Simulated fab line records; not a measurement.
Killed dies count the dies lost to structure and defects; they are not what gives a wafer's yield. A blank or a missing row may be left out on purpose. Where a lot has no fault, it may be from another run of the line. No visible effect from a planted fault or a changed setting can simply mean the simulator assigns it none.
The tool behind it: which one? | flow n5_finfet | 24 lots, 72 wafers sampled, at 3 steps of a route of 1938

## WHAT EACH GAUGE READ, for each wafer
N5_BEOL_M14_THK_MEAS_50: measures by xrf.
lot  | measured     | on            | M14_THK (nm)
L074 | day 11 06:59 | film_metro-01 | 557 557 559
L077 | day 12 07:44 | film_metro-01 | 585 567 569
L076 | day 12 07:54 | film_metro-01 | 541 549 553
L075 | day 12 13:40 | film_metro-01 | 576 567 567
L078 | day 13 00:28 | film_metro-02 | 546 579 553
L080 | day 13 16:02 | film_metro-01 | 558 565 564
L082 | day 13 20:12 | film_metro-02 | 569 568 557
L079 | day 13 21:20 | film_metro-01 | 567 546 565
L081 | day 13 23:35 | film_metro-02 | 567 567 568
L083 | day 14 00:19 | film_metro-02 | 558 562 561
L085 | day 15 05:30 | film_metro-02 | 561 562 563
L084 | day 15 06:11 | film_metro-02 | 553 558 554
L086 | day 15 09:48 | film_metro-02 | 561 561 575
L087 | day 15 12:33 | film_metro-02 | 559 557 558
L089 | day 15 12:33 | film_metro-01 | 557 558 556
L088 | day 15 13:14 | film_metro-02 | 561 572 572
L090 | day 15 15:11 | film_metro-02 | 558 562 564
L091 | day 16 00:52 | film_metro-01 | 561 545 552
L092 | day 16 12:08 | film_metro-02 | 566 565 576
L093 | day 16 23:56 | film_metro-02 | 552 553 554
L095 | day 17 13:19 | film_metro-02 | 556 555 563
L094 | day 17 21:04 | film_metro-02 | 586 582 575
L096 | day 17 21:46 | film_metro-02 | 562 556 560
L097 | day 18 12:40 | film_metro-02 | 545 551 551

N5_BEOL_M15_THK_MEAS_01.
lot  | measured     | on            | M15_ILD_THK (nm)
L074 | day 11 07:26 | film_metro-01 | 1606 1613 1650
L077 | day 12 08:10 | film_metro-01 | 1616 1651 1652
L076 | day 12 08:20 | film_metro-02 | 1609 1648 1665
L075 | day 12 14:06 | film_metro-01 | 1624 1644 1666
L078 | day 13 00:55 | film_metro-01 | 1628 1649 1647
L080 | day 13 16:29 | film_metro-02 | 1621 1600 1622
L082 | day 13 20:38 | film_metro-01 | 1614 1617 1642
L079 | day 13 21:47 | film_metro-02 | 1613 1615 1628
L081 | day 14 00:08 | film_metro-01 | 1625 1649 1644
L083 | day 14 00:52 | film_metro-02 | 1623 1684 1645
L085 | day 15 06:03 | film_metro-01 | 1616 1608 1622
L084 | day 15 06:44 | film_metro-01 | 1584 1620 1617
L086 | day 15 10:14 | film_metro-02 | 1632 1601 1649
L087 | day 15 12:59 | film_metro-02 | 1628 1598 1650
L089 | day 15 12:59 | film_metro-01 | 1633 1650 1633
L088 | day 15 13:40 | film_metro-01 | 1650 1609 1666
L090 | day 15 15:38 | film_metro-01 | 1607 1655 1658
L091 | day 16 01:25 | film_metro-01 | 1621 1655 1641
L092 | day 16 12:34 | film_metro-02 | 1621 1635 1663
L093 | day 17 00:31 | film_metro-01 | 1631 1637 1625
L095 | day 17 13:54 | film_metro-01 | 1631 1631 1651
L094 | day 17 21:38 | film_metro-02 | 1608 1610 1619
L096 | day 17 22:14 | film_metro-02 | 1606 1619 1626
L097 | day 18 13:07 | film_metro-01 | 1615 1659 1644

N5_BEOL_M15_OVL_MEAS_11.
lot  | measured     | on         | V14_OVL (nm)
L074 | day 11 07:46 | overlay-01 | 4 12 4
L077 | day 12 08:31 | overlay-01 | 1 0 7
L076 | day 12 08:48 | overlay-02 | -7 -7 0
L075 | day 12 14:26 | overlay-02 | 4 -1 -4
L078 | day 13 01:15 | overlay-01 | 2 5 6
L080 | day 13 16:56 | overlay-02 | 4 7 8
L082 | day 13 21:06 | overlay-01 | 4 8 7
L079 | day 13 22:07 | overlay-01 | 5 -2 2
L081 | day 14 00:36 | overlay-02 | 3 8 7
L083 | day 14 01:12 | overlay-02 | 0 8 5
L085 | day 15 06:23 | overlay-01 | 5 12 8
L084 | day 15 07:05 | overlay-02 | -5 3 -3
L086 | day 15 10:34 | overlay-01 | 0 3 8
L087 | day 15 13:27 | overlay-02 | -2 4 -3
L089 | day 15 13:37 | overlay-02 | 0 -2 2
L088 | day 15 14:08 | overlay-02 | -1 0 6
L090 | day 15 16:05 | overlay-01 | -2 -4 -1
L091 | day 16 01:45 | overlay-01 | 2 10 2
L092 | day 16 12:55 | overlay-01 | 0 3 1
L093 | day 17 00:51 | overlay-01 | -1 10 -1
L095 | day 17 14:22 | overlay-02 | -1 -1 1
L094 | day 17 22:06 | overlay-02 | 3 2 1
L096 | day 17 22:35 | overlay-02 | 1 3 7
L097 | day 18 13:28 | overlay-02 | 8 11 0

## TOOL THAT RAN EACH LOT (tool first, then ch and the chambers of the sampled wafers, then the start)
There is no process step in the record ahead of these readings.

## WHAT THE TOOLS THEMSELVES READ (means of the sampled wafers that have a number; where no wafer has one, the mark that the record gives instead)
The record holds no such reading with a usual standard deviation.

## THE ANSWER, worked out from the rows above alone
Rule: the usual values come from the lots themselves. Put in order of their means at a reading, lots are off if they are a third of the lots or fewer, leave a main group of 4 or more, and stand apart from it by a gap of 3 or more times the standard deviation of the main group's means; of several such gaps the widest counts. A main group is skipped when, at the precision printed for the reading in the tables above, its means are all equal. A lot without any number at a reading at which 4 lots or more have one is off too. Any other lot the step has rows for is counted as sound. The gauges are gone through in route order, then the tools' own readings, and for those a lot's mean is taken as printed above. At the first step where some lot is off, the reading lying furthest off is the one used; lots without a number count as furthest.
Across all readings shown, no lot is off: no conclusion can be drawn from this.

## WHAT HAD BEEN PUT IN BY THE SIMULATOR
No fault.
